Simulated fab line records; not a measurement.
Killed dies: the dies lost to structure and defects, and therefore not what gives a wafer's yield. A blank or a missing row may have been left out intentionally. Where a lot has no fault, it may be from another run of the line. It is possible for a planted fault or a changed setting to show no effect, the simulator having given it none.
Matching of chambers | flow nand-harc | rie-si-06 running NHARC_A_WL_FILL_ETCHBACK_26: 4 sister chambers
The step etches the open film in HBr, target depth 52 nm, time 13.3 s. 20 wafers are shown with their chamber, then 10 later ones without.

== WAFERS WITH THEIR CHAMBER ==
wafer  | chamber | drypump-motor-current-A (A) | throttle-valve-pct (%) | oes-product-au (a.u.)
L075.1 | 1       | 5.9                         | 23.257                 | 0.988
L075.4 | 2       | 5.4                         | 23.266                 | 0.983
L075.5 | 2       | 5.4                         | 23.270                 | 0.982
L080.1 | 2       | 5.4                         | 23.260                 | 0.993
L080.4 | 3       | 5.8                         | 23.282                 | 0.994
L080.6 | 2       | 5.4                         | 23.295                 | 1.000
L081.2 | 0       | 5.3                         | 23.276                 | 0.991
L081.4 | 1       | 6.0                         | 23.271                 | 1.006
L081.6 | 0       | 5.4                         | 23.258                 | 1.005
L084.2 | 3       | 5.8                         | 23.277                 | 0.998
L084.4 | 0       | 5.3                         | 23.262                 | 0.986
L084.5 | 1       | 5.9                         | 23.258                 | 0.999
L083.1 | 2       | 5.4                         | 23.264                 | 0.995
L083.2 | 0       | 5.4                         | 23.262                 | 0.997
L083.3 | 1       | 6.0                         | 23.262                 | 0.991
L083.4 | 3       | 5.8                         | 23.270                 | 1.007
L083.5 | 2       | 5.4                         | 23.275                 | 1.002
L083.6 | 1       | 5.9                         | 23.274                 | 0.990
L087.3 | 3       | 5.8                         | 23.259                 | 1.001
L087.4 | 2       | 5.4                         | 23.267                 | 0.997

SIGNATURES (means of the wafers above)
reading                 | chamber 0 | chamber 1 | chamber 2 | chamber 3 | scatter within a chamber
drypump-motor-current-A | 5.350     | 5.940     | 5.400     | 5.800     | 0.0371
throttle-valve-pct      | 23.26450  | 23.26440  | 23.27100  | 23.27200  | 0.00977
oes-product-au          | 0.99475   | 0.99480   | 0.99314   | 1.00000   | 0.00745
Rule: for a wafer and a chamber, the distance is found by dividing, reading by reading, the gap between the wafer's reading and the chamber's mean by the reading's scatter, squaring, summing and taking the root. If the next closest chamber is less than 2 further off than the closest, the wafer can't be placed; otherwise it belongs to the closest. The scatter: the root of (the sum of the squares of (reading less its chamber's mean) over the shown wafers, divided by (wafers less chambers)).

== WAFERS WITHOUT THEIR CHAMBER ==
wafer  | drypump-motor-current-A (A) | throttle-valve-pct (%) | oes-product-au (a.u.)
L087.6 | 5.4                         | 23.269                 | 1.007
L093.3 | 5.9                         | 23.265                 | 1.000
L093.4 | 5.8                         | 23.266                 | 1.006
L093.6 | 5.9                         | 23.277                 | 0.998
L092.4 | 5.8                         | 23.256                 | 1.007
L092.5 | 5.4                         | 23.277                 | 0.996
L092.6 | 6.0                         | 23.290                 | 0.992
L095.2 | 5.4                         | 23.257                 | 1.000
L095.3 | 6.0                         | 23.254                 | 0.987
L095.6 | 5.4                         | 23.254                 | 0.996

== WHICH CHAMBER EACH WENT THROUGH ==
wafer  | from the rows above     | in truth
L087.6 | can't be placed: 2 or 0 | 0
L093.3 | can't be placed: 1 or 3 | 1
L093.4 | 3                       | 3
L093.6 | can't be placed: 1 or 3 | 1
L092.4 | 3                       | 3
L092.5 | can't be placed: 2 or 0 | 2
L092.6 | 1                       | 1
L095.2 | can't be placed: 2 or 0 | 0
L095.3 | 1                       | 1
L095.6 | can't be placed: 0 or 2 | 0
Placed correctly: 4 of 10. Cannot be placed on the basis of these rows: 6; the candidates contain the true chamber in 6. Number placed wrongly: 0.
